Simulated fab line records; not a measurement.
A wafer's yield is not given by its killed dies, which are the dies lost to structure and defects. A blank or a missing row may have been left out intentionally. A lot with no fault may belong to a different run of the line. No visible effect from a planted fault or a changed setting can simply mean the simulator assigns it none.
Problem report in the 8D (eight disciplines) form, filled by code :: flow n5Finfet :: the parts of the form that need people (team, actions taken, sign-off) are left out

== 1. WHAT IS WRONG ==
Mean of killed_at_M4_up at N5_PASSIVATION_PROBE_49: 108 over 2 wafers from 1 lot, against 13 (standard deviation 5) on wafers with no fault. Measured from the usual mean, that is +19 standard deviations.
First seen on wafer L427.1, day 13 18:37, on prober-01. The record holds 3 wafers of 1 lot with a number at this step. By rule, "out" or "out of limits" means more than 4 standard deviations away from the usual mean. All remaining wafers that have a number are taken as sound.

== 2. WHAT IT IS, WHAT IT ISN'T ==
question: which readings at this step
is: killed_at_M4_up
is not: killed_at_M0_to_M3, killedAtContacts, killedAtFrontEnd, killedAtOther, killedShort, sort_bin_6_memory

question: which lots
is: L427
is not: -

question: which wafers of those lots
is: L427.1, L427.5
is not: L427.6

question: read on which tools
is: prober-01
is not: -

question: when
is: from day 13 18:37
is not: up to then (0 sound wafers); but 1 sound wafer of L427 came after

== 3. WHAT RULES OUT EACH SUSPECT ==
Counting: a tool at a process step up to the reading stays a suspect if it ran every lot that is out. Sound lots after the first of them don't rule it out here, since some wafers of a struck lot are sound.
- rieDiel-01 at N5_BEOL_M11_ETCH_65 (etches SiARC in CF4, target depth 39 nm, time 65 s): kept. It ran the lot that is out, L427 (day 12 03:19).
- rieMetal-02 at N5_PASSIVATION_AL_ETCH_33 (etches Al in Cl2/BCl3, stops on TaN, target depth 2800 nm, time 466.7 s): kept. It ran the lot that is out, L427 (day 13 13:33).
- prober-01 at N5_PASSIVATION_PROBE_49: kept. It ran the lot that is out, L427 (day 13 18:37). On those wafers its own readings are out: killed_at_M4_up.
- The sound lot-mates ran in chamber 2 of rieDiel-01 at N5_BEOL_M11_ETCH_65, but the wafers that are out ran in chamber 0.
rieDiel-01 at N5_BEOL_M11_ETCH_65, rieMetal-02 at N5_PASSIVATION_AL_ETCH_33 and prober-01 at N5_PASSIVATION_PROBE_49 are what is left after counting.

== 4. THE CAUSE (what the simulator had put in) ==
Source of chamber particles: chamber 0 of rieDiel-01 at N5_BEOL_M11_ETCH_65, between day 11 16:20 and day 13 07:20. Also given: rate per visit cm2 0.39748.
Counting left 3 suspects, and this tool is among them.

== 5. THE CHAIN OF EFFECTS, in route order ==
Rows list readings where the struck wafers' mean (over those with a number) sits beyond 3 standard deviations from the usual. Readings are gone through only where the record gives a usual standard deviation; hours: the median, over the lots, of the time from a lot's start at the first step in this table giving one to that lot's start at this step; sigmas: the change measured in usual standard deviations.
hours: 0
step: N5_PASSIVATION_PROBE_49
reading: defectLimitedYield
usual: 91.1 %
on struck wafers: 85.0
change: -6.0
sigmas: -4.0

hours: 0
step: N5_PASSIVATION_PROBE_49
reading: killed_at_M4_up
usual: 13
on struck wafers: 108
change: +94
sigmas: +19

hours: 0
step: N5_PASSIVATION_PROBE_49
reading: killedDies
usual: 106
on struck wafers: 176
change: +70
sigmas: +4.1

hours: 0
step: N5_PASSIVATION_PROBE_49
reading: sort_bin_5_function
usual: 5.3 %
on struck wafers: 9.8
change: +4.5
sigmas: +4.7

hours: 0
step: N5_PASSIVATION_PROBE_49
reading: sortNPass
usual: 1074
on struck wafers: 1004
change: -70
sigmas: -4.1

hours: 0
step: N5_PASSIVATION_PROBE_49
reading: sortYieldPct
usual: 91.1 %
on struck wafers: 85.0
change: -6.0
sigmas: -4.0
The process steps in it:
- N5_PASSIVATION_PROBE_49

== 6. WHAT WOULD HAVE CAUGHT IT SOONER ==
In this record no reading fell out of limits until day 13 18:37, 50 hours after the fault had begun at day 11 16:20.
An alarm limit of 4 standard deviations would not have fired on the tool readings at N5_BEOL_M11_ETCH_65 for which the record gives a usual standard deviation, since none of them was out on any struck wafer.
By day 13 18:37 the whole set of lots that are out, 1 in number, had already begun N5_BEOL_M11_ETCH_65 on rieDiel-01. A hold on the tool at that time would have spared none of them.
